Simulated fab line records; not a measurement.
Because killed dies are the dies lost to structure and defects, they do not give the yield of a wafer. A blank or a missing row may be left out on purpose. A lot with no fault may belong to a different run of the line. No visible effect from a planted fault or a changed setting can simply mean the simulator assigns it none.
Comparing a struck lot with a sound one    flow n5 finfet    24 steps out of a route of 1938
Sound: these wafers, L669.1, L669.3, L669.6. Struck: wafers L684.3, L684.4, L684.5. The cause is named last.
Each step with rows lists, per side, the tool, then ch with its chambers, then its first start. Under that, the readings that differ: sound wafers    struck wafers    difference of the means    sigmas: that difference in standard deviations of wafers without a fault.
alike: a reading whose means differ by less than 2 such deviations, as well as words and numbers matching on both sides. not compared: withheld readings; readings where some wafer has no value; bounds like >300 that might hide an equal value; numbers whose values overlap and for which the record gives no deviation.
Wherever a step has rows on one side only, a row that says differs or no value, or a row with sigmas, the two part there. When numbers do not overlap yet have no deviation, they are printed without sigmas and do not part them. Lack of a reading on every wafer of one side parts them only where that side has two or more wafers.

first, 11 steps without rows for these wafers: N5_BEOL_M8_ETCH_62 (etches SOC in N2/H2, target depth 110 nm, overetch 22 nm, time 165 s); N5_BEOL_M8_STRIP_68 (strips in N2/H2); N5_BEOL_M8_STRIP_67 (strips in CF4); N5_BEOL_M8_HM_OPEN_17 (chemistry Cl2/BCl3, target TiN, target depth 20 nm, overetch 6 nm); N5_BEOL_M8_STRIP_19 (strips in O2); N5_BEOL_M8_COAT_63 (time 60 s, resist thk 60 nm); N5_BEOL_M8_COAT_64 (time 60 s, resist thk 12 nm); N5_BEOL_M8_COAT_71 (time 60 s, resist thk 5 nm); N5_BEOL_M8_COAT_22 (resist thk 30 nm); N5_BEOL_M8_EBR_24; N5_BEOL_M8_SOFTBAKE_23 (time 60 s).
N5_BEOL_M8_EXPOSE_25: exposes mask V7, target cd 40 nm.
  sound on euv scanner-02 ch 0, day 10 05:00; struck on euv scanner-02 ch 0, day 14 05:30
reading               sound              struck             difference  sigmas
exposure dose mJ cm2  42.43 42.44 42.43  38.68 38.67 38.79  -3.72       -18
  alike: mask
then, 2 steps without rows for these wafers: N5_BEOL_M8_PEB_26 (peb time 60 s); N5_BEOL_M8_DEVELOP_27 (develop time 30 s).
N5_BEOL_M8_CD_MEAS_28: the cd target is 40 nm.
  sound on cd sem-02 ch 0, day 10 05:08; struck on cd sem-03 ch 0, day 14 05:37
reading     sound              struck             difference  sigmas
cd nm (nm)  40.41 40.27 40.33  37.77 38.04 37.94  -2.42       -12
N5_BEOL_M8_DESCUM_33: chemistry O2, time 7 s.
  sound on rie diel-02 ch 1,2,3, day 10 05:27; struck on rie diel-01 ch 1,2,3, day 14 05:44
reading                   sound         struck        difference  sigmas
model.BEOL_M8.cd nm (nm)  40.4 40.2 40  37.8 38 37.8  -2.3        
  alike: drypump motor current A, oes product au, rf vpp V, showerhead plenum p Torr, throttle valve pct
  not compared: rf hours counter h
then, 5 steps without rows for these wafers: N5_BEOL_M8_ETCH_72 (etches underlayer in N2/H2, target depth 6.5 nm, time 5.2 s); N5_BEOL_M8_ETCH_65 (etches SiARC in CF4, target depth 15.6 nm, time 26 s); N5_BEOL_M8_ETCH_66 (etches SOC in N2/H2, target depth 80 nm, overetch 16 nm, time 120 s); N5_BEOL_M8_STRIP_69 (strips in N2/H2); N5_BEOL_M8_STRIP_73 (strips in N2/H2).
N5_BEOL_M8_VIA_ETCH_34: etches SiCOH lowk in C4F6/O2, target depth 125.5 nm, time 50.5 s.
  sound on rie diel-02 ch 1,2,3, day 10 05:38; struck on rie diel-01 ch 1,2,3, day 14 05:55
reading                   sound     struck        difference  sigmas
model.BEOL_M8.cd nm (nm)  40 40 40  38 37.8 37.8  -2          
  alike: drypump motor current A, oes product au, rf vpp V, showerhead plenum p Torr, throttle valve pct
  not compared: rf hours counter h
then, 1 step without rows for these wafers: N5_BEOL_M8_STRIP_76 (strips in C4F6/O2).
-- here the record skips 3 days between the struck wafers' starts before and after, leaving off in module BEOL_M8 and picking up in module PASSIVATION (first step shown: number 1936 of the route) --
N5_PASSIVATION_PROBE_49:
  the record has rows for the struck wafers here (prober-02, day 17 06:08) and none for the sound ones

== WHERE THEY PART ==
Earliest at N5_BEOL_M8_EXPOSE_25; latest, in this record, at N5_PASSIVATION_PROBE_49.

WHY: whatever the simulator had introduced
Drift in process parameters on euv scanner-02 at N5_BEOL_M8_EXPOSE_25, starting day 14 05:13. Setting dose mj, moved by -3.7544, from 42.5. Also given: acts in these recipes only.
